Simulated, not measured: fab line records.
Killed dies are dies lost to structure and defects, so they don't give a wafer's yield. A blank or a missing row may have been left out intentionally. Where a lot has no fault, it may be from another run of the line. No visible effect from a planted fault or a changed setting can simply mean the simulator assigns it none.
fab line records	flow nand-harc
record: lots: 13	wafers: 39	last-day: 33
route steps=1302 shown P_M0@276 A_BONDPAD@1231 THIN_TSV@1293 END@1302
lots with no fault: from the same line, run without faults
start-h: start of the lot's first displayed wafer, in hours after the record's first day	wait-h: hours since the lot's step before	" identical to the entry in the row above	L1.1+2: a single row standing in for several wafers	- either no value or no given start	* or withheld: withheld	< > ~ a bound
route shown NAME@n: names a module that has steps shown in the file, with the first one's number in the route	usual: average and standard deviation across the fault-free wafers	same: alike in all rows	chamber/n: place in a boat	sites: per-site readings	_std_site: standard deviation across them	_edge_site: mean of outer sites minus mean of inner sites	radius-mm: how far each site lies from the wafer's centre	mask NAME#n: copy n	behind: tool/chamber where the wafer was last shaped	hold: reason for holding the lot/hours on hold/outcome of the hold	device: which transistor (n, p or np) failed to switch	end of line: at the end of the route, the tests of the same wafers	where a step has no rows: the recipe by itself	killed: count of dies lost to structure and defects at first sort (not the wafer's yield)	map: shows each die of a wafer: x if killed, . if not, _ if none is there
set.NAME: the setting the step ran with; set.NAME@STEP: the setting that earlier step ran with	model.NAME: the simulator's own value behind a step, which no gauge read
one table for each step of the route and one row for each wafer, over a sample of lots
services: when a tool's chamber went out of use (start-h, in hours from the record's first day, below 0 if earlier), for how many hours, and the reason
== steps ==
step: NHARC_P_M0_ECD_22
recipe: target-thk-a: 4000	bath-temp-c: 25	material: Cu
usual: bath-temp-c: 24.99/0.11
lot.wafer	tool	chamber	start-h	wait-h	bath-temp-c
L571.2	ecd-cu-02	1	118.71	-	25.15
L571.5	"	1	"	"	25.22
L571.6	"	0	"	"	25.09
L572.1	ecd-cu-01	0	134.00	-	25.05
L572.3	"	1	"	"	24.87
L572.5	"	1	"	"	24.87
L573.2	ecd-cu-02	1	137.96	-	25.24
L573.4	"	1	"	"	25.01
L573.5	"	0	"	"	24.94
L574.2	ecd-cu-02	1	152.30	-	25.09
L574.3	"	1	"	"	25.04
L574.6	"	1	"	"	24.84
L576.2	ecd-cu-01	1	179.90	-	25.05
L576.4	"	1	"	"	25.01
L576.6	"	0	"	"	24.95
L578.1	ecd-cu-01	1	201.27	-	24.93
L578.4	"	1	"	"	24.87
L578.6	"	0	"	"	24.98
L579.2	ecd-cu-02	0	201.82	-	24.83
L579.3	"	0	"	"	24.94
L579.5	"	0	"	"	24.90
L580.2	ecd-cu-01	1	207.74	-	24.97
L580.1	"	0	"	"	24.79
L580.3	"	1	"	"	24.95
L582.2	ecd-cu-02	1	231.30	-	24.81
L582.1	"	0	"	"	24.83
L582.6	"	0	"	"	24.89
L584.3	ecd-cu-02	1	267.75	-	25.14
L584.6	"	1	"	"	25.19
L584.5	"	0	"	"	24.90
L585.1	ecd-cu-02	0	270.17	-	24.88
L585.4	"	1	"	"	24.97
L585.5	"	1	"	"	25.01
L593.2	ecd-cu-02	1	341.64	-	24.99
L593.3	"	1	"	"	24.93
L593.5	"	1	"	"	24.97
L594.3	ecd-cu-02	0	353.92	-	25.16
L594.6	"	1	"	"	25.10
L594.5	"	0	"	"	24.93
step: NHARC_A_BONDPAD_CMP_19
recipe: t-overpolish-s: 30	cu-recess-touch-s: 16	target-thk-nm: 169.82
usual: motor-current-A: 12.1/1.6	overpolish-run-s: 29.999/0.01
lot.wafer	tool	chamber	start-h	wait-h	motor-current-A	overpolish-run-s
L571.2	cmp-01	0	515.04	-	12.6	30.020
L571.6	"	0	"	"	11.9	29.998
L571.5	"	1	"	"	12.3	29.999
L573.4	cmp-04	3	542.51	-	12.5	29.997
L573.2	"	0	"	"	9.4	29.999
L573.5	"	0	"	"	10.1	30.019
L572.3	cmp-01	0	543.57	-	12.0	29.989
L572.1	"	2	"	"	10.4	29.991
L572.5	"	1	"	"	12.9	30.001
L574.2	cmp-04	3	544.78	-	12.2	29.990
L574.3	"	1	"	"	16.3	29.999
L574.6	"	0	"	"	9.8	29.999
L576.4	cmp-02	1	568.41	-	11.9	30.006
L576.2	"	3	"	"	12.7	30.014
L576.6	"	0	"	"	11.5	30.000
L579.3	cmp-02	3	608.06	-	12.2	30.001
L579.2	"	0	"	"	11.5	30.004
L579.5	"	0	"	"	11.5	30.002
L578.1	cmp-04	0	608.40	-	10.2	29.997
L578.4	"	2	"	"	11.8	29.983
L578.6	"	0	"	"	9.5	30.009
L580.3	cmp-01	1	617.94	-	12.2	29.989
L580.1	"	2	"	"	10.8	29.997
L580.2	"	3	"	"	12.1	30.004
L582.2	cmp-02	2	639.05	-	12.2	30.018
L582.1	"	1	"	"	12.1	29.999
L582.6	"	3	"	"	12.0	30.007
L585.1	cmp-04	3	665.59	-	12.4	29.997
L585.4	"	1	"	"	16.6	29.983
L585.5	"	2	"	"	12.4	30.012
L584.3	cmp-02	0	671.59	-	12.7	29.993
L584.6	"	1	"	"	11.8	30.006
L584.5	"	2	"	"	13.0	30.007
L593.3	cmp-01	2	751.35	-	11.1	29.996
L593.2	"	0	"	"	12.3	29.999
L593.5	"	2	"	"	10.8	29.985
L594.3	cmp-01	3	764.76	-	12.3	30.008
L594.6	"	0	"	"	12.1	29.997
L594.5	"	1	"	"	12.6	30.006
step: NHARC_THIN_TSV_DESCUM_35
recipe: time-s: 3	o2-flow-sccm: 200	ar-flow-sccm: 0	bias-power-w: 0	chemistry: O2
usual: drypump-motor-current-A: 5.9/0.42	oes-product-au: 0.999/0.011	rf-vpp-V: 57.9/1	showerhead-plenum-p-Torr: 1.91/0.064	throttle-valve-pct: 11.311/0.0098
lot.wafer	tool	chamber	start-h	wait-h	drypump-motor-current-A	oes-product-au	rf-hours-counter-h	rf-vpp-V	showerhead-plenum-p-Torr	throttle-valve-pct
L571.2	rie-diel-03	3	533.85	-	5.7	0.993	5.0	57.6	1.91	11.289
L571.5	"	0	"	"	5.3	1.009	-	60.4	1.91	11.326
L571.6	"	1	"	"	5.9	1.004	-	58.0	2.00	11.321
L573.2	rie-diel-07	1	565.69	-	5.9	0.985	4.6	57.3	1.82	11.308
L573.4	"	2	"	"	6.0	0.992	4.5	56.1	1.77	11.298
L573.5	"	2	"	"	6.0	0.998	-	58.1	1.77	11.305
L574.3	rie-diel-07	2	566.73	-	6.0	0.987	4.5	57.2	1.77	11.333
L574.2	"	0	"	"	6.8	1.001	4.8	57.7	1.91	11.305
L574.6	"	2	"	"	6.0	0.996	-	58.7	1.77	11.314
L572.3	rie-diel-03	2	567.71	-	6.3	0.997	5.8	58.2	1.98	11.328
L572.1	"	0	"	"	5.2	0.995	7.2	58.3	1.91	11.323
L572.5	"	3	"	"	5.7	0.981	-	56.4	1.91	11.317
L576.4	rie-diel-03	3	587.30	-	5.7	0.995	8.0	58.4	1.91	11.314
L576.2	"	0	"	"	5.3	1.014	8.3	56.8	1.91	11.296
L576.6	"	3	"	"	5.7	0.994	-	59.4	1.90	11.308
L579.2	rie-diel-11	1	627.50	-	6.3	0.995	0.7	57.3	1.91	11.312
L579.3	"	0	"	"	5.3	1.013	0.6	57.3	1.85	11.308
L579.5	"	2	"	"	6.0	0.996	-	57.8	1.95	11.312
L578.4	rie-diel-07	1	628.77	-	5.9	0.986	6.6	59.0	1.83	11.322
L578.1	"	3	"	"	6.0	1.007	6.0	57.6	1.96	11.309
L578.6	"	2	"	"	6.0	0.992	-	54.8	1.77	11.311
L580.3	rie-diel-07	3	642.21	-	6.0	0.995	7.2	57.9	1.96	11.305
L580.2	"	0	"	"	6.8	0.994	7.0	57.5	1.91	11.308
L580.1	"	2	"	"	6.0	0.983	7.5	58.0	1.77	11.332
L582.2	rie-diel-03	1	658.52	-	5.9	1.018	0.8	59.6	1.99	11.308
L582.1	"	2	"	"	6.3	1.002	1.0	58.0	1.98	11.298
L582.6	"	1	"	"	5.9	1.004	-	59.5	1.99	11.317
L585.1	rie-diel-07	2	683.29	-	6.0	0.991	2.3	57.2	1.77	11.315
L585.4	"	1	"	"	5.9	0.993	2.3	57.8	1.82	11.299
L585.5	"	2	"	"	6.0	0.982	-	55.1	1.77	11.308
L584.3	rie-diel-03	3	690.51	-	5.7	1.000	2.8	57.0	1.90	11.320
L584.6	"	3	"	"	5.7	1.003	-	56.2	1.90	11.292
L584.5	"	0	"	"	5.3	1.018	-	58.6	1.91	11.302
L593.2	rie-diel-11	0	770.13	-	5.2	1.008	9.1	57.2	1.84	11.326
L593.3	"	1	"	"	6.3	1.002	8.5	56.3	1.91	11.309
L593.5	"	0	"	"	5.2	1.002	-	58.2	1.84	11.304
L594.3	rie-diel-03	0	783.55	-	5.3	1.011	10.0	58.4	1.91	11.297
L594.5	"	3	"	"	5.7	0.992	-	57.8	1.90	11.312
L594.6	"	0	"	"	5.2	1.019	-	58.8	1.91	11.313
step: NHARC_END_SORT_01
recipe: temp-c: 25
usual: defect-limited-yield: 91.4/2.7	killed-at-array: 53/19	killed-at-other: 0.7/1.1	killed-at-periphery: 4.2/2.7	killed-dies: 58/18	killed-open: 3.1/1.9	killed-short: 2.5/1.6	sort_bin_2_pct: 3.0/1.2	sort_bin_3_pct: 0.7/0.41	sort_bin_4_pct: 4.9/1.5	sort-n-pass: 619/18	sort-rim-yield-pct: 90/4.1	sort-yield-pct: 91.4/2.7
same: gross-dies: 677	sort_bin_5_pct[%]: 0	sort_bin_6_pct[%]: 0	sort_bin_7_pct[%]: 0	sort_bin_8_pct[%]: 0	sort-rim-n-gross: 106.00
lot.wafer	tool	chamber	start-h	wait-h	defect-limited-yield[%]	killed-at-array	killed-at-other	killed-at-periphery	killed-dies	killed-open	killed-short	sort_bin_2_pct[%]	sort_bin_3_pct[%]	sort_bin_4_pct[%]	sort-n-pass	sort-rim-yield-pct[%]	sort-yield-pct[%]
L585.1	prober-02	0	691.34	2.5	59.5	33	0	241	274	2	2	15.8	2.2	22.5	403	57	59.5
L585.4	prober-02	0	693.72	3.4	63.7	37	0	209	246	1	2	14.2	1.9	20.2	431	66	63.7
L585.5	prober-02	0	694.52	3.7	61.2	33	1	229	263	1	2	13.7	2.5	22.6	414	66	61.2
L584.3	prober-01	0	700.95	3.1	58.6	45	0	235	280	7	1	15.4	2.2	23.8	397	63	58.6
L584.5	prober-01	0	702.56	3.7	60.0	37	0	234	271	0	1	15.1	2.2	22.7	406	58	60.0
L584.6	prober-01	0	703.36	4.0	61.9	41	0	217	258	3	1	12.7	3.2	22.2	419	67	61.9
killed by level:class
L585.1 P_M0:unspecified=238 A_CHANNEL_HOLE_D1:chamber-film-flake=22 A_CONTACT:chamber-film-flake=6 P_GATE:geometric-particle:open=2 A_SLIT:chamber-film-flake=2 P_M0:geometric-particle:short=1 A_M0:geometric-particle:short=1 A_DECK1_JOINT:chamber-film-flake=1
L585.4 P_M0:unspecified=209 A_CHANNEL_HOLE_D1:chamber-film-flake=26 A_WL_FILL:chamber-film-flake=2 A_DECK1_JOINT:geometric-particle:short=1 A_CHANNEL_FILL_D2:geometric-particle:open=1 A_WL_FILL:geometric-particle:short=1 A_SLIT:chamber-film-flake=1 A_ZERO_WELL:chamber-film-flake=1
L585.5 P_M0:unspecified=229 A_CHANNEL_HOLE_D1:chamber-film-flake=25 A_CONTACT:chamber-film-flake=2 A_CHANNEL_FILL_D2:geometric-particle:short=1 A_WL_FILL:geometric-particle:open=1 A_M0:geometric-particle:short=1 A_STAIRCASE:chamber-film-flake=1 A_SLIT:chamber-film-flake=1
L584.3 P_M0:unspecified=229 A_CHANNEL_HOLE_D2:chamber-film-flake=22 A_CHANNEL_HOLE_D1:chamber-film-flake=8 A_SLIT:chamber-film-flake=6 P_M0:geometric-particle:open=2 P_STI:chamber-film-flake=2 A_M0:geometric-particle:open=2 A_M0:chamber-film-flake=2
L584.5 P_M0:unspecified=233 A_CHANNEL_HOLE_D2:chamber-film-flake=21 A_CHANNEL_HOLE_D1:chamber-film-flake=9 A_SLIT:chamber-film-flake=2 A_CONTACT:chamber-film-flake=2 A_DECK1_JOINT:geometric-particle:short=1 P_STI:chamber-film-flake=1 A_DECK1_JOINT:chamber-film-flake=1
L584.6 P_M0:unspecified=216 A_CHANNEL_HOLE_D2:chamber-film-flake=19 A_CHANNEL_HOLE_D1:chamber-film-flake=8 A_M0:chamber-film-flake=3 A_SLIT:chamber-film-flake=2 A_STAIRCASE:chamber-film-flake=2 A_WL_FILL:chamber-film-flake=2 P_CONTACT:geometric-particle:open=1
== services ==
tool	chamber	start-h	hours	kind
rie-diel-03	-	104.30	9.0	pm
rie-diel-07	-	117.58	9.0	pm
rie-diel-03	3	117.74	3.8	repair
rie-diel-03	3	145.06	20.0	repair
rie-diel-03	0	228.38	5.9	repair
ecd-cu-02	-	244.00	8.0	pm
rie-diel-03	-	281.30	9.0	pm
rie-diel-03	3	298.83	4.2	repair
rie-diel-03	3	387.04	25.4	repair
ecd-cu-02	-	420.00	8.0	pm
rie-diel-03	-	421.22	0.1	repair
ecd-cu-02	-	437.93	1.8	repair
rie-diel-03	-	458.30	9.0	pm
ecd-cu-02	-	482.17	0.6	repair
rie-diel-03	3	512.88	5.3	repair
rie-diel-03	2	517.92	5.9	repair
rie-diel-03	2	552.83	8.7	repair
ecd-cu-02	-	596.00	8.0	pm
rie-diel-03	3	612.93	2.5	repair
rie-diel-03	-	635.30	9.0	pm
rie-diel-03	1	694.71	9.9	repair
rie-diel-03	-	766.75	0.4	repair
ecd-cu-02	-	772.00	8.0	pm
rie-diel-03	3	772.21	4.0	repair
== key ==
first-sign: step: NHARC_END_SORT_01	reading: killed-at-periphery	direction: up	sigmas: 83	usual: 4.2	struck: 227.5
effect: step: NHARC_END_SORT_01	reading: defect-limited-yield	direction: down	sigmas: 11	usual: 91.4	struck: 60.8
more-kills-born-at: NHARC_P_M0_ECD_22@ecd-cu-02: 1354
met-at NHARC_P_M0_ECD_22
struck-lots L584,L585
not-acting-at NHARC_A_BONDPAD_CMP_19,NHARC_THIN_TSV_DESCUM_35
onset-between 231.30 267.75
fault: kind: chamber-particle-source	tool: ecd-cu-02	chamber: -	onset-h: 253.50	steps: NHARC_P_M0_ECD_22	rate-per-visit-cm2: 0.48085	end-h: 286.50
